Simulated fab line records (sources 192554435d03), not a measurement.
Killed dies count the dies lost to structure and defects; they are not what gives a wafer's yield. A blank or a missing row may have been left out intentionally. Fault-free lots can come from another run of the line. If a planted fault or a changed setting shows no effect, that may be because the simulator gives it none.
Chamber matching | flow n5-finfet | 4 sister chambers for N5_BEOL_M0_SAQP_MANDREL2_REMOVE_110 on rie-si-06
The step chemistry HBr/Cl2/O2, target a-Si, stops on SiCN, bt time 10 s. 16 wafers are shown with their chamber, then 8 later ones without.

== WAFERS PAIRED WITH THEIR CHAMBERS ==
wafer  | chamber | oes_o_777_au (a.u.) | drypump-motor-current-A (A) | oes-product-au (a.u.)
L078.1 | 3       | 1.03                | 5.7                         | 0.984
L078.4 | 2       | 1.00                | 6.1                         | 0.997
L078.6 | 2       | 1.00                | 6.1                         | 0.979
L085.2 | 2       | 1.00                | 6.1                         | 0.975
L085.3 | 1       | 0.97                | 6.0                         | 0.992
L085.6 | 3       | 1.03                | 5.8                         | 0.985
L086.3 | 1       | 0.96                | 6.0                         | 0.986
L086.5 | 0       | 0.90                | 6.1                         | 0.996
L086.6 | 1       | 0.97                | 6.0                         | 0.967
L087.1 | 3       | 1.03                | 5.7                         | 0.985
L087.2 | 1       | 0.97                | 6.0                         | 0.983
L087.6 | 1       | 0.97                | 6.0                         | 0.984
L092.3 | 0       | 0.89                | 6.0                         | 1.005
L092.5 | 2       | 0.99                | 6.1                         | 0.985
L092.6 | 1       | 0.96                | 6.0                         | 0.993
L093.1 | 1       | 0.97                | 6.0                         | 0.987

SIGNATURES, as means of the wafers listed above
reading                 | chamber 0 | chamber 1 | chamber 2 | chamber 3 | scatter within a chamber
oes_o_777_au            | 0.8950    | 0.9671    | 0.9975    | 1.0300    | 0.00472
drypump-motor-current-A | 6.050     | 6.000     | 6.100     | 5.733     | 0.0312
oes-product-au          | 1.00050   | 0.98457   | 0.98400   | 0.98467   | 0.00797
Rule: distance of a wafer from a chamber = root of the sum over the readings of ((wafer's reading minus chamber's mean) / reading's scatter) squared. If the next closest chamber is less than 2 further off than the closest, the wafer can't be placed; otherwise it belongs to the closest. The scatter: the root of (the sum of the squares of (reading less its chamber's mean) over the shown wafers, divided by (wafers less chambers)).

== WAFERS WHOSE CHAMBER IS MISSING ==
wafer  | oes_o_777_au (a.u.) | drypump-motor-current-A (A) | oes-product-au (a.u.)
L093.3 | 0.90                | 6.1                         | 0.995
L093.6 | 0.90                | 6.1                         | 1.003
L094.1 | 0.97                | 6.0                         | 0.986
L094.3 | 1.00                | 6.1                         | 0.965
L094.4 | 0.90                | 6.1                         | 0.993
L096.1 | 0.91                | 6.1                         | 1.006
L096.5 | 0.99                | 6.1                         | 0.979
L096.6 | 0.97                | 6.0                         | 0.985

== WHICH CHAMBER EACH ONE RAN IN ==
wafer  | from the rows above | in truth
L093.3 | 0                   | 0
L093.6 | 0                   | 0
L094.1 | 1                   | 1
L094.3 | 2                   | 2
L094.4 | 0                   | 0
L096.1 | 0                   | 0
L096.5 | 2                   | 2
L096.6 | 1                   | 1
Placed correctly: 8 of 8. From these rows, 0 cannot be placed. 0 placed wrongly.
